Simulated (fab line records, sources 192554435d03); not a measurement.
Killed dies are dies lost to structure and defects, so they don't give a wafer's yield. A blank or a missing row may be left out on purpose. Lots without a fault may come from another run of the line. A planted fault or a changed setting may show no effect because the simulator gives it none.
One fault seen from 2 desks | flow n5_finfet | each desk has only its own numbers; what lay behind them comes last

THE TOOL OWNER'S DESK: euv_scanner-02
The tool's own readings at N5_BEOL_M3_EXPOSE_25 (exposes mask V2, defocus 5 nm): means of the sampled wafers that have a number, for each lot that ran on this tool. A lot is out of limits, marked OUT, if its mean lies more than 4 standard deviations from the usual mean; the brackets give that distance.
Columns: A = exposure_dose_mJ_cm2 at N5_BEOL_M3_EXPOSE_25, usual 62.96
lot  | first seen here | A
L180 | day 7 01:47     | 63.02
L183 | day 8 05:46     | 62.93
L184 | day 8 06:01     | 62.96
L189 | day 10 13:00    | 62.88
L192 | day 10 17:28    | 61.58 (-22) OUT
L195 | day 10 20:46    | 61.86 (-17) OUT
This desk's finding: out of limits on L192, L195; first on L192, day 10 17:28 (exposure_dose_mJ_cm2 at N5_BEOL_M3_EXPOSE_25). In limits: L180, L183, L184, L189.

THE METROLOGY DESK
What the gauges read, lot by lot, whatever tool the lot ran on: means of the sampled wafers that have a number. A lot is out of limits, marked OUT, if its mean lies more than 4 standard deviations from the usual mean; the brackets give that distance. Of its 11 readings 7 are shown: those that lie furthest out on some lot.
Columns: A = V2_OVL at N5_BEOL_M3_OVL_MEAS_29, usual -0.2 nm; B = DIBL_P at N5_BEOL_M4_RC_MEAS_101, usual 36.2 mV/V; C = IOFF_P at N5_BEOL_M4_RC_MEAS_101, usual 0.21 nA/um; D = ION_P at N5_BEOL_M4_RC_MEAS_101, usual 463 uA/um; E = SS_N at N5_BEOL_M4_RC_MEAS_101, usual 71.5 mV/dec; F = SS_P at N5_BEOL_M4_RC_MEAS_101, usual 73.1 mV/dec; G = VT_P at N5_BEOL_M4_RC_MEAS_101, usual -250 mV
lot  | first seen here | A    | B    | C    | D   | E    | F    | G
L180 | day 7 01:58     | 0.7  | 32.2 | 0.14 | 456 | 70.1 | 72.2 | -257
L183 | day 8 05:56     | 0.6  | 36.7 | 0.18 | 449 | 71.9 | 73.7 | -257
L184 | day 8 06:11     | -0.4 | 34.8 | 0.18 | 454 | 71.1 | 72.7 | -253
L187 | day 10 09:18    | -0.4 | 36.9 | 0.18 | 454 | 71.3 | 72.3 | -253
L189 | day 10 13:10    | -0.4 | 35.7 | 0.22 | 463 | 71.6 | 73.0 | -249
L192 | day 10 17:38    | 0.3  | 34.9 | 0.23 | 470 | 71.9 | 73.5 | -248
L194 | day 10 20:35    | -1.0 | 37.3 | 0.20 | 465 | 71.5 | 73.3 | -252
L195 | day 10 20:57    | -0.5 | 34.4 | 0.22 | 459 | 71.7 | 73.2 | -248
L200 | day 12 17:13    | -0.7 | 36.8 | 0.23 | 465 | 71.9 | 72.8 | -250
L202 | day 13 13:40    | -0.7 | 35.4 | 0.23 | 470 | 71.8 | 72.5 | -248
This desk's finding: nothing out of limits on any of the 10 lots.

PUT TOGETHER
The tool owner's desk could have raised an alarm at day 10 17:28, on L192, L195.
The metrology desk saw nothing out of limits.
The metrology desk has L192, L195 on record, within its limits.
Of the lots named, all ran N5_BEOL_M3_EXPOSE_25 on euv_scanner-02.

WHAT THE SIMULATOR HAD PUT IN
Process parameter drift: euv_scanner-02, from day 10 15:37 on, at N5_BEOL_M3_EXPOSE_25. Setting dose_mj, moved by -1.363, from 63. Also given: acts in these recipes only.
Lots struck among those shown: L192, L195.
Hours from the fault's start to each desk's first reading out of limits: the tool owner's desk, 2.
